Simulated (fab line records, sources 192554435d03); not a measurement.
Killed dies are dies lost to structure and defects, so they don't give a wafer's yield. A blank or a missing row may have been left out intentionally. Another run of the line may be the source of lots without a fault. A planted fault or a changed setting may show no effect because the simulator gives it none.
One fault through the eyes of 2 desks ; flow n5 finfet ; what lay behind the numbers comes last; until then each desk has only its own

FOR THE TOOL OWNER'S DESK: pvd sputter-01
The tool's own readings at N5_BEOL_M2_SPUTTER_96 (material Cu, target thk 4.5 nm, time 8.29 s): means of the sampled wafers that have a number, for each lot that ran on this tool. Marked OUT: a lot whose mean sits more than 4 standard deviations from the usual mean, which makes it out of limits; the brackets give that distance.
Columns: A = throttle valve pct at N5_BEOL_M2_SPUTTER_96, usual 30.1 %
lot;first seen here;A
L542;day 7 02:42;31.2
L546;day 8 13:41;29.5
L549;day 8 19:43;32.0
L550;day 9 16:35;30.9
L551;day 10 00:40;31.0
L561;day 12 04:45;30.5
L562;day 12 19:42;30.4
L563;day 13 00:09;29.9
This desk found nothing out of limits on any of the 8 lots.

FROM THE METROLOGY DESK
Means of the sampled wafers that have a number, per lot and without regard to the tool the lot ran on: this is what the gauges read. Marked OUT: a lot whose mean sits more than 4 standard deviations from the usual mean, which makes it out of limits; the brackets give that distance.
Columns: A = TV_OVL at N5_PASSIVATION_OVL_MEAS_60, usual -4 nm
lot;first seen here;A
L541;day 11 09:07;-12
L542;day 12 03:55;-6
L546;day 13 02:50;6
L547;day 13 09:31;-1
L549;day 13 18:47;-11
L550;day 14 07:33;-9
L551;day 14 12:52;-5
L555;day 15 21:44;0
L561;day 17 04:14;-3
L562;day 17 13:32;-12
L563;day 18 10:32;-3
This desk found nothing out of limits on any of the 11 lots.

PUT TOGETHER
Nothing out of limits was seen by the tool owner's desk.
The metrology desk saw nothing out of limits.

WHAT THE SIMULATOR HAD PUT IN
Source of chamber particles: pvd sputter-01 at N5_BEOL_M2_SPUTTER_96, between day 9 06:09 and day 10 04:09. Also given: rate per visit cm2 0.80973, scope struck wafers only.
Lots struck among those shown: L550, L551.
